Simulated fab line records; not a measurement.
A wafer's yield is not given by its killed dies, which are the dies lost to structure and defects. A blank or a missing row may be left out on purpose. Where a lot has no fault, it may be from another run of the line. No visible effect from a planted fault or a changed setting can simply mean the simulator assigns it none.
fab line records    flow n5-finfet
[record] lots = 4  wafers = 12  last-day = 17
route steps=1938 shown BEOL_M4@1099 BEOL_M5@1112 MIM_BOT_ETCH@1868 PASSIVATION@1936
lots with no fault: from the same line, run without faults
start-h: hours from the record's first day to the start of the lot's first wafer shown    wait-h: time in hours since the lot's previous step    " as in the row above    L1.1+2: a single row standing in for several wafers    - no value, or no start was given    * or withheld: withheld    < > ~ a bound
route shown NAME@n: a module of which the file shows steps, and the number in the route of the first    usual: mean and standard deviation over wafers with no fault    same: alike in all rows    chamber/n: place in a boat    sites: readings site by site    _std_site: their standard deviation    _edge_site: the outer-site mean with the inner-site mean subtracted    radius-mm: how far each site lies from the wafer's centre    mask NAME#n: copy n    behind: the last tool/chamber to shape the wafer    hold: cause of the lot's hold/its duration in hours/its outcome    device: whichever transistor did not switch (one of n, p or np)    end of line: tests of these same wafers at the route's end    a step given without rows: its recipe and nothing more    killed: not the wafer's yield, but the dies lost to structure and defects at the first sort    map: per-die view of a wafer (x killed, . not killed, _ where there is no die)
set.NAME: the setting that was run; set.NAME@STEP: the one run at that earlier step    model.NAME: the simulator's own value behind a step, which no gauge read
lots seen at some steps along the route; tables by step, rows by wafer
services: a tool's chamber out of use, with start hour (start-h, from the record's first day; less than 0 if before it), hours out, and reason
[[steps]]
[step N5_BEOL_M4_ANNEAL_95]
[recipe] temp-c = 400  time-s = 240  ambient = vacuum
[step N5_BEOL_M4_SPUTTER_96]
[recipe] material = Cu  target-thk-a = 45  temp-c = -20  chamber-pressure-pa = 0.07  power-w = withheld  time-s = 8.29
[step N5_BEOL_M4_ECD_50]
[recipe] material = Cu  target-thk-a = 3000
[step N5_BEOL_M4_ANNEAL_51]
[recipe] temp-c = 225  time-s = 90  ambient = N2
[step N5_BEOL_M4_CMP_52]
[recipe] stop-on = SiOC  t-overpolish-s = 6.8  down-force-psi = 1  platen-rpm = 50  clearing-platen-down-force-psi = 1.5  clearing-platen-rpm = 50  post-cmp-clean = cu-alkaline  target-thk-nm = 40  clearing-platen-pad-velocity-m-s = 0.99484  pad-velocity-m-s = 0.99484
[step N5_BEOL_M4_PRE_CLEAN_60]
[recipe] gas = NH3/H2  time-s = 15  temp-c = *  rf-power-w = 300
[step N5_BEOL_M4_CO_CAP_55]
[recipe] material = Co  target-thk-a = 20  temp-c = 200  precursor = CCTBA/H2  pressure-torr = 30  time-s = 102.1
[step N5_BEOL_M4_PRE_CLEAN_56]
[recipe] gas = NH3  time-s = 15  temp-c = withheld  rf-power-w = 300
[step N5_BEOL_M4_DEP_57]
[recipe] material = SiCN  target-thk-a = 80  temp-c = withheld  precursor = 3MS/NH3  pressure-torr = 3  rf-w = 202  time-s = 14
[step N5_BEOL_M4_RC_MEAS_101]
[usual] DIBL_N = 36.5/2.2  DIBL_P = 36.9/2.9  IOFF_N = 0.17/0.044  IOFF_P = 0.22/0.052  ION_N = 671/16  ION_P = 461/10  SS_N = 71.6/0.73  SS_P = 73.5/0.79  VT_N = 250/4.1  VT_P = -250/4.1
lot.wafer  tool       chamber  start-h  wait-h  DIBL_N[mV/V]  DIBL_P[mV/V]  IOFF_N[nA/um]  IOFF_P[nA/um]  ION_N[uA/um]  ION_P[uA/um]  SS_N[mV/dec]  SS_P[mV/dec]  VT_N[mV]  VT_P[mV]
L637.1     prober-02  0        209.09   0.0     38.2          39.6          0.18           0.26           680           466           72.3          73.7          249       -248
L637.2     "          0        "        "       34.1          35.2          0.11           0.19           649           460           71.7          72.8          255       -250
L637.3     "          0        "        "       31.5          31.4          0.08           0.13           641           446           70.0          71.7          259       -254
L649.3     prober-02  0        287.28   0.3     35.0          33.6          0.13           0.18           681           466           71.2          72.6          251       -250
L649.4     "          0        "        "       39.6          39.2          0.24           0.27           695           468           72.1          74.2          243       -248
L649.5     "          0        "        "       36.3          35.6          0.17           0.21           690           476           71.6          73.1          248       -251
L648.1     prober-01  0        291.19   0.3     37.5          39.0          0.21           0.25           686           475           72.1          73.5          248       -248
L648.4     "          0        "        "       37.5          38.9          0.18           0.24           670           459           72.2          73.6          249       -251
L648.5     "          0        "        "       35.6          36.9          0.16           0.21           665           455           71.7          73.2          249       -250
L651.1     prober-01  0        297.06   0.0     37.6          37.8          0.17           0.20           676           458           72.3          73.3          249       -253
L651.3     "          0        "        "       37.8          39.2          0.18           0.23           687           466           72.4          73.8          248       -250
L651.5     "          0        "        "       37.9          39.6          0.18           0.24           679           473           71.4          74.0          246       -248
[step N5_BEOL_M5_ILD_DEP_00]
[recipe] material = SiCOH_lowk  target-thk-a = 1406.4  temp-c = 300  precursor = DEMS/porogen  pressure-torr = 5  rf-w = 500  time-s = 25.9
[step N5_BEOL_M5_CURE_79]
[recipe] temp-c = 385  time-s = 240  ambient = He/Ar  material = SiCOH_lowk
[step N5_BEOL_M5_PECVD_70]
[recipe] material = SiO2  target-thk-a = 160  temp-c = 400  precursor = TEOS/O2  pressure-torr = 5.5  rf-w = 450  teos-flow-sccm = 53.8  gas = O2  flow-sccm = 3000  time-s = 18
[step N5_BEOL_M5_HM_DEP_02]
[recipe] material = TiN  target-thk-a = 200  temp-c = 25  chamber-pressure-pa = 0.49996
[step N5_BEOL_M5_COAT_59]
[recipe] resist = SOC  temp-c = 250  time-s = 60  spin-rpm = 1500  resist-thk-nm = 60
[step N5_BEOL_M5_COAT_60]
[recipe] resist = SiARC  temp-c = 220  time-s = 60  spin-rpm = 1500  resist-thk-nm = 12
[step N5_BEOL_M5_COAT_71]
[recipe] resist = underlayer  temp-c = 205  time-s = 60  spin-rpm = 1500  resist-thk-nm = 5
[step N5_BEOL_M5_COAT_05]
[recipe] resist = CAR-EUV  spin-rpm = 1500  resist-thk-nm = 30
[step N5_BEOL_M5_EBR_07]
[recipe] solvent = PGMEA  ebr-width-mm = 1.5
[step N5_BEOL_M5_SOFTBAKE_06]
[recipe] temp-c = 110  time-s = 60  resist = CAR-EUV
[step N5_BEOL_M5_EXPOSE_08]
[recipe] mask-id = M5  na = 0.33  source-shape = annular  sigma-inner = 0.4  sigma-outer = 0.8  polarization = unpolarized  target-cd-nm = 28  dose-mj = 35.75
[step N5_BEOL_M5_PEB_09]
[recipe] peb-temp-c = 100  peb-time-s = 60  resist = CAR-EUV
[step N5_BEOL_M5_DEVELOP_10]
[recipe] develop-time-s = 30  developer = TMAH  resist = CAR-EUV  rinse-liquid = surfactant-rinse  dry = air-spin  dev-temp-c = 23
[step N5_BEOL_M5_DESCUM_16]
[recipe] chemistry = O2  time-s = 7  source-power-w = 50  bias-power-w = 20  pressure-mtorr = 20  rf-frequency-hz = 2.712e+07  temp-c = 40  resist = CAR-EUV  o2-flow-sccm = 225
[step N5_BEOL_M5_ETCH_72]
[recipe] chemistry = N2/H2  target = underlayer  target-depth-a = 65  mask-material = CAR-EUV  time-s = 5.2  ion-energy-ev = 200  pressure-mtorr = 30  source-w = 840  bias-w = 150  n2-flow-sccm = 200  h2-flow-sccm = 200  ends = cleared
[step N5_BEOL_M5_ETCH_61]
[recipe] chemistry = CF4  target = SiARC  target-depth-a = 156  mask-material = CAR-EUV  time-s = 26  ion-energy-ev = 80  pressure-mtorr = 40  source-w = 545  bias-w = 36  Ar_flow_sccm = 100  cf4-flow-sccm = 100  ends = cleared
[step N5_BEOL_M5_ETCH_62]
[recipe] chemistry = N2/H2  target = SOC  target-depth-a = 750  overetch-a = 150  mask-material = SiARC  temp-c = 40  time-s = 112.5  ion-energy-ev = 200  pressure-mtorr = 30  source-w = 840  bias-w = 150  n2-flow-sccm = 200  h2-flow-sccm = 200
[step N5_BEOL_M5_STRIP_63]
[recipe] chemistry = N2/H2  temp-c = 40  n2-flow-sccm = 200  h2-flow-sccm = 200  rf-frequency-hz = 6e+07
[step N5_BEOL_M5_STRIP_73]
[recipe] chemistry = N2/H2  temp-c = 40  n2-flow-sccm = 200  h2-flow-sccm = 200  rf-frequency-hz = 6e+07
[step N5_BEOL_M5_STRIP_64]
[recipe] chemistry = CF4  resist = SiARC  power-w = 300  bias-power-w = 75  pressure-mtorr = 50  cf4-flow-sccm = 150  rf-frequency-hz = 6e+07
[step N5_BEOL_M5_HM_OPEN_17]
[recipe] chemistry = Cl2/BCl3  target-depth-a = 200  overetch-a = 60  target = TiN  mask-material = SOC  ion-energy-ev = 150  pressure-mtorr = 10  icp-w = 1000  bias-w = 126  Cl2_flow_sccm = 53.25  bcl3-flow-sccm = 21.75  Ar_flow_sccm = 25
[step N5_BEOL_M5_STRIP_19]
[recipe] chemistry = O2  power-w = 400  temp-c = 40  pressure-mtorr = 30  rf-frequency-hz = 6e+07  bias-power-w = 0  overash-fraction = 0.2  o2-flow-sccm = 225
[step N5_BEOL_M5_COAT_65]
[recipe] resist = SOC  temp-c = 250  time-s = 60  spin-rpm = 1500  resist-thk-nm = 60
[step N5_BEOL_M5_COAT_66]
[recipe] resist = SiARC  temp-c = 220  time-s = 60  spin-rpm = 1500  resist-thk-nm = 12
[step N5_MIM_BOT_ETCH_ETCH_00]
[recipe] chemistry = Cl2/BCl3  target = TiN  target-depth-a = 455  ion-energy-ev = 150  pressure-mtorr = 10  icp-w = 1000  bias-w = 126  Cl2_flow_sccm = 53.25  bcl3-flow-sccm = 21.75  Ar_flow_sccm = 25
[usual] drypump-motor-current-A = 5.7/0.38  oes-product-au = 0.81/0.078  throttle-valve-pct = 22.1/0.33
lot.wafer  tool          chamber  start-h  wait-h  drypump-motor-current-A  oes-product-au  rf-hours-counter-h  throttle-valve-pct  model.etch.depth-nm  model.coat_of_MIM_BOT_LITHO_COAT_02.thk-nm  model.MIM_BOT_ETCH.cd-offset-nm
L637.1     rie-metal-01  0        313.37   0.1     5.2                      0.93            4                   21.6                47.12                *                                           -0.4
L637.2     "             1        "        "       6.2                      0.91            4                   22.3                44.33                *                                           0.4
L637.3     "             1        "        "       6.2                      0.90            -                   22.3                44.49                *                                           0.4
L649.3     rie-metal-01  1        385.56   0.1     6.2                      0.65            -                   22.6                26.68                *                                           0.8
L649.4     "             0        "        "       5.2                      0.67            -                   21.9                28.86                *                                           0.8
L649.5     "             0        "        "       5.2                      0.68            -                   21.9                29.12                *                                           1.4
L648.1     rie-metal-01  1        401.64   0.1     6.2                      0.65            11                  22.7                26.6                 *                                           1.2
L648.4     "             0        "        "       5.2                      0.66            -                   21.9                29.13                *                                           1
L648.5     "             0        "        "       5.2                      0.67            -                   21.9                29.19                *                                           1
L651.1     rie-metal-02  1        407.79   0.1     5.6                      0.77            44                  22.4                44.51                *                                           0.2
L651.3     "             1        "        "       5.6                      0.78            -                   22.4                44.76                *                                           0.2
L651.5     "             0        "        "       5.8                      0.93            -                   22.1                47.19                *                                           -0.4
[step N5_PASSIVATION_PROBE_49]
[usual] defect-limited-yield = 91.3/1.4  killed_at_M0_to_M3 = 36/10  killed_at_M4_up = 13/5.4  killed-at-contacts = 12/5.3  killed-at-front-end = 39/10  killed-at-other = 3.2/2.7  killed-dies = 103/16  killed-on-rim = 13/4  killed-open = 68/13  killed-short = 33/6.6  sort_bin_5_function = 5.1/0.92  sort_bin_6_memory = 3.3/0.68  sort_bin_8_speed = 0.1/0.41  sort-n-pass = 1077/17  sort-yield-pct = 91.2/1.4
[same] gross-dies = 1180  killed-at-back-side = 0  sort_bin_4_leakage[%] = 0
lot.wafer  tool       chamber  start-h  wait-h  defect-limited-yield[%]  killed_at_M0_to_M3  killed_at_M4_up  killed-at-contacts  killed-at-front-end  killed-at-other  killed-dies  killed-on-rim  killed-open  killed-short  sort_bin_5_function[%]  sort_bin_6_memory[%]  sort_bin_8_speed[%]  sort-n-pass  sort-yield-pct[%]
L637.1     prober-01  -        323.45   0.0     91.8                     26                  13               13                  42                   3                97           17             65           30            4.9                     3.0                   0                    1083         91.8
L637.2     prober-01  -        323.50   0.1     90.4                     61                  10               11                  30                   1                113          13             84           28            5.5                     4.0                   0.1                  1066         90.3
L637.3     prober-01  -        323.55   0.1     91.2                     47                  11               11                  33                   2                104          14             69           32            5.5                     3.2                   0.3                  1072         90.8
L649.3     prober-02  -        395.78   0.5     0                        33                  18               5                   42                   1082             1180         152            55           42            97.5                    2.2                   0                    0            0
L649.4     prober-02  -        395.83   0.5     0                        21                  16               7                   41                   1095             1180         152            53           34            95.8                    3.6                   0                    0            0
L649.5     prober-02  -        395.88   0.6     0                        20                  10               6                   27                   1117             1180         152            45           19            98.1                    1.7                   0                    0            0
L648.1     prober-01  -        412.01   0.0     0                        33                  5                9                   45                   1088             1180         152            67           27            96.5                    3.5                   0                    0            0
L648.4     prober-01  -        412.16   0.2     0                        35                  15               19                  47                   1064             1180         152            86           34            95.1                    4.7                   0                    0            0
L648.5     prober-01  -        412.21   0.2     0                        39                  9                14                  52                   1066             1180         152            73           52            95.4                    3.9                   0                    0            0
L651.1     prober-01  -        416.95   0.0     88.6                     42                  24               13                  51                   4                134          15             93           41            5.9                     5.3                   0                    1046         88.6
L651.3     prober-01  -        417.05   0.1     89.8                     55                  8                14                  42                   1                120          18             86           32            4.9                     4.8                   0                    1060         89.8
L651.5     prober-01  -        417.15   0.2     91.5                     44                  5                11                  34                   6                100          12             70           28            4.1                     4.2                   0                    1080         91.5
// killed by level:class
L637.1 STI_FIN_REVEAL:geometric-particle:open=9 MOL_CONTACT_COAG:geometric-particle:open=9 BEOL_M2:geometric-particle:open=7 FIN_SAQP:geometric-particle:open=5 GATE_CUT:geometric-particle:short=5 BEOL_M1:geometric-particle:open=4 BEOL_M11:geometric-particle:open=4 FIN_SAQP:geometric-particle:short=3
L637.2 BEOL_M2:geometric-particle:open=26 MOL_CONTACT_COAG:geometric-particle:open=11 FIN_SAQP:geometric-particle:short=9 BEOL_M0_SAQP:geometric-particle:short=8 BEOL_M3:geometric-particle:open=7 BEOL_M0_SAQP:geometric-particle:open=6 FIN_SAQP:geometric-particle:open=5 STI_FIN_REVEAL:geometric-particle:open=4
L637.3 BEOL_M2:geometric-particle:open=11 FIN_SAQP:geometric-particle:open=10 BEOL_M0_SAQP:geometric-particle:short=10 MOL_CONTACT_COAG:geometric-particle:open=9 BEOL_M1:geometric-particle:open=7 BEOL_M3:geometric-particle:open=6 BEOL_M0_SAQP:geometric-particle:open=5 FIN_SAQP:geometric-particle:short=4
L649.3 MIM_BOT_ETCH:area-etch=1082 FIN_SAQP:geometric-particle:short=16 FIN_SAQP:geometric-particle:open=9 BEOL_M1:geometric-particle:open=7 BEOL_M2:geometric-particle:open=7 BEOL_M3:geometric-particle:open=7 BEOL_M4:geometric-particle:open=5 BEOL_M0_SAQP:geometric-particle:short=4
L649.4 MIM_BOT_ETCH:area-etch=1093 FIN_SAQP:geometric-particle:open=12 FIN_SAQP:geometric-particle:short=10 ILD0:geometric-particle:short=7 BEOL_M3:geometric-particle:open=7 MOL_CONTACT_COAG:geometric-particle:open=6 BEOL_M4:geometric-particle:open=6 BEOL_M2:geometric-particle:short=5
L649.5 MIM_BOT_ETCH:area-etch=1115 BEOL_M1:geometric-particle:open=8 STARTING-WAFER:geometric-particle:short=6 MOL_CONTACT_COAG:geometric-particle:open=5 BEOL_M4:geometric-particle:open=5 DUMMY_GATE:geometric-particle:open=4 STARTING-WAFER:geometric-particle:open=4 FIN_SAQP:geometric-particle:short=3
L648.1 MIM_BOT_ETCH:area-etch=1086 DUMMY_GATE:geometric-particle:open=13 BEOL_M3:geometric-particle:open=11 STI_FIN_REVEAL:geometric-particle:open=7 MOL_CONTACT_COAG:geometric-particle:open=6 BEOL_M2:geometric-particle:open=6 STARTING-WAFER:geometric-particle:short=6 FIN_SAQP:geometric-particle:open=5
L648.4 MIM_BOT_ETCH:area-etch=1060 MOL_CONTACT_COAG:geometric-particle:open=15 STI_FIN_REVEAL:geometric-particle:open=11 BEOL_M3:geometric-particle:open=8 DUMMY_GATE:geometric-particle:open=7 BEOL_M1:geometric-particle:open=6 ILD0:geometric-particle:open=6 BEOL_M0_SAQP:geometric-particle:open=6
L648.5 MIM_BOT_ETCH:area-etch=1055 DUMMY_GATE:geometric-particle:open=13 BEOL_M3:geometric-particle:short=10 MOL_CONTACT_COAG:geometric-particle:open=9 FIN_SAQP:geometric-particle:open=8 STI_FIN_REVEAL:geometric-particle:open=7 BEOL_M3:geometric-particle:open=7 GATE_CUT:geometric-particle:short=6
L651.1 FIN_SAQP:geometric-particle:open=15 BEOL_M3:geometric-particle:open=15 STI_FIN_REVEAL:geometric-particle:open=10 MOL_CONTACT_COAG:geometric-particle:open=10 BEOL_M4:geometric-particle:open=10 FIN_SAQP:geometric-particle:short=9 GATE_CUT:geometric-particle:short=5 BEOL_M0_SAQP:geometric-particle:open=5
L651.3 BEOL_M3:geometric-particle:open=17 BEOL_M1:geometric-particle:open=11 BEOL_M2:geometric-particle:open=10 FIN_SAQP:geometric-particle:short=9 MOL_CONTACT_COAG:geometric-particle:open=9 GATE_CUT:geometric-particle:open=7 FIN_SAQP:geometric-particle:open=5 GATE_CUT:geometric-particle:short=5
L651.5 BEOL_M3:geometric-particle:open=18 BEOL_M2:geometric-particle:open=9 MOL_CONTACT_COAG:geometric-particle:open=8 FIN_SAQP:geometric-particle:open=6 BEOL_M3:geometric-particle:short=6 STARTING-WAFER:geometric-particle:open=5 BEOL_M0_SAQP:geometric-particle:open=5 GATE_CUT:geometric-particle:short=4
// map L648.1 (x killed, . not)
_________________xxxxxxxxxxxx________________
______________xxxxxxxxxxxxxxxxxx_____________
___________xxxxxxxxxxxxxxxxxxxxxxxx__________
__________xxxxxxxxxxxxxxxxxxxxxxxxxx_________
________xxxxxxxxxxxxxxxxxxxxxxxxxxxxxx_______
_______xxxxxxxxxxxxxxxxxxxxxxxxxxxxxxxx______
______xxxxxxxxxxxxxxxxxxxxxxxxxxxxxxxxxx_____
_____xxxxxxxxxxxxxxxxxxxxxxxxxxxxxxxxxxxx____
____xxxxxxxxxxxxxxxxxxxxxxxxxxxxxxxxxxxxxx___
___xxxxxxxxxxxxxxxxxxxxxxxxxxxxxxxxxxxxxxxx__
___xxxxxxxxxxxxxxxxxxxxxxxxxxxxxxxxxxxxxxxx__
__xxxxxxxxxxxxxxxxxxxxxxxxxxxxxxxxxxxxxxxxxx_
__xxxxxxxxxxxxxxxxxxxxxxxxxxxxxxxxxxxxxxxxxx_
_xxxxxxxxxxxxxxxxxxxxxxxxxxxxxxxxxxxxxxxxxxxx
_xxxxxxxxxxxxxxxxxxxxxxxxxxxxxxxxxxxxxxxxxxxx
_xxxxxxxxxxxxxxxxxxxxxxxxxxxxxxxxxxxxxxxxxxxx
_xxxxxxxxxxxxxxxxxxxxxxxxxxxxxxxxxxxxxxxxxxxx
_xxxxxxxxxxxxxxxxxxxxxxxxxxxxxxxxxxxxxxxxxxxx
_xxxxxxxxxxxxxxxxxxxxxxxxxxxxxxxxxxxxxxxxxxxx
_xxxxxxxxxxxxxxxxxxxxxxxxxxxxxxxxxxxxxxxxxxxx
_xxxxxxxxxxxxxxxxxxxxxxxxxxxxxxxxxxxxxxxxxxxx
__xxxxxxxxxxxxxxxxxxxxxxxxxxxxxxxxxxxxxxxxxx_
__xxxxxxxxxxxxxxxxxxxxxxxxxxxxxxxxxxxxxxxxxx_
___xxxxxxxxxxxxxxxxxxxxxxxxxxxxxxxxxxxxxxxx__
___xxxxxxxxxxxxxxxxxxxxxxxxxxxxxxxxxxxxxxxx__
____xxxxxxxxxxxxxxxxxxxxxxxxxxxxxxxxxxxxxx___
_____xxxxxxxxxxxxxxxxxxxxxxxxxxxxxxxxxxxx____
______xxxxxxxxxxxxxxxxxxxxxxxxxxxxxxxxxx_____
_______xxxxxxxxxxxxxxxxxxxxxxxxxxxxxxxx______
________xxxxxxxxxxxxxxxxxxxxxxxxxxxxxx_______
__________xxxxxxxxxxxxxxxxxxxxxxxxxx_________
___________xxxxxxxxxxxxxxxxxxxxxxxx__________
______________xxxxxxxxxxxxxxxxxx_____________
_________________xxxxxxxxxxxx________________
// map L649.3 (x killed, . not)
_________________xxxxxxxxxxxx________________
______________xxxxxxxxxxxxxxxxxx_____________
___________xxxxxxxxxxxxxxxxxxxxxxxx__________
__________xxxxxxxxxxxxxxxxxxxxxxxxxx_________
________xxxxxxxxxxxxxxxxxxxxxxxxxxxxxx_______
_______xxxxxxxxxxxxxxxxxxxxxxxxxxxxxxxx______
______xxxxxxxxxxxxxxxxxxxxxxxxxxxxxxxxxx_____
_____xxxxxxxxxxxxxxxxxxxxxxxxxxxxxxxxxxxx____
____xxxxxxxxxxxxxxxxxxxxxxxxxxxxxxxxxxxxxx___
___xxxxxxxxxxxxxxxxxxxxxxxxxxxxxxxxxxxxxxxx__
___xxxxxxxxxxxxxxxxxxxxxxxxxxxxxxxxxxxxxxxx__
__xxxxxxxxxxxxxxxxxxxxxxxxxxxxxxxxxxxxxxxxxx_
__xxxxxxxxxxxxxxxxxxxxxxxxxxxxxxxxxxxxxxxxxx_
_xxxxxxxxxxxxxxxxxxxxxxxxxxxxxxxxxxxxxxxxxxxx
_xxxxxxxxxxxxxxxxxxxxxxxxxxxxxxxxxxxxxxxxxxxx
_xxxxxxxxxxxxxxxxxxxxxxxxxxxxxxxxxxxxxxxxxxxx
_xxxxxxxxxxxxxxxxxxxxxxxxxxxxxxxxxxxxxxxxxxxx
_xxxxxxxxxxxxxxxxxxxxxxxxxxxxxxxxxxxxxxxxxxxx
_xxxxxxxxxxxxxxxxxxxxxxxxxxxxxxxxxxxxxxxxxxxx
_xxxxxxxxxxxxxxxxxxxxxxxxxxxxxxxxxxxxxxxxxxxx
_xxxxxxxxxxxxxxxxxxxxxxxxxxxxxxxxxxxxxxxxxxxx
__xxxxxxxxxxxxxxxxxxxxxxxxxxxxxxxxxxxxxxxxxx_
__xxxxxxxxxxxxxxxxxxxxxxxxxxxxxxxxxxxxxxxxxx_
___xxxxxxxxxxxxxxxxxxxxxxxxxxxxxxxxxxxxxxxx__
___xxxxxxxxxxxxxxxxxxxxxxxxxxxxxxxxxxxxxxxx__
____xxxxxxxxxxxxxxxxxxxxxxxxxxxxxxxxxxxxxx___
_____xxxxxxxxxxxxxxxxxxxxxxxxxxxxxxxxxxxx____
______xxxxxxxxxxxxxxxxxxxxxxxxxxxxxxxxxx_____
_______xxxxxxxxxxxxxxxxxxxxxxxxxxxxxxxx______
________xxxxxxxxxxxxxxxxxxxxxxxxxxxxxx_______
__________xxxxxxxxxxxxxxxxxxxxxxxxxx_________
___________xxxxxxxxxxxxxxxxxxxxxxxx__________
______________xxxxxxxxxxxxxxxxxx_____________
_________________xxxxxxxxxxxx________________
[[services]]
tool          chamber  start-h  hours  kind
rie-metal-02  0        314.15   -      clean
rie-metal-02  0        314.15   19.6   scheduled-down
rie-metal-02  0        314.15   19.6   vent-cycle
rie-metal-02  -        331.82   0.9    repair
rie-metal-01  -        373.97   2.8    pm
[[key]]
[first-sign] step = N5_MIM_BOT_ETCH_ETCH_00  reading = oes-product-au  direction = down  sigmas = 1.9  usual = 0.81  struck = 0.66
[effect] step = N5_PASSIVATION_PROBE_49  reading = killed-at-other  direction = up  sigmas = 99+  usual = 3.2  struck = 1085.3
[model-effect] step = N5_MIM_BOT_ETCH_ETCH_00  value = etch.depth-nm  without = 46.68  struck = 28.26
[more-kills-born-at] N5_MIM_BOT_ETCH_ETCH_00@rie-metal-01 = 6491
met-at N5_MIM_BOT_ETCH_ETCH_00
struck-wafers L648.1,L648.4,L648.5,L649.3,L649.4,L649.5
later-rows-left-out L648.1,L648.4,L648.5,L649.3,L649.4,L649.5
onset-between 313.37 385.56
[fault] kind = process-parameter-drift  tool = rie-metal-01  chamber = -  onset-h = 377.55  steps = N5_MIM_BOT_ETCH_ETCH_00  channel = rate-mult  offset = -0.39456  shape = step  end-h = 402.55
// later-rows-left-out: the simulator's readings of these wafers behind a module that went badly wrong aren't trusted and aren't shown, but for the sort
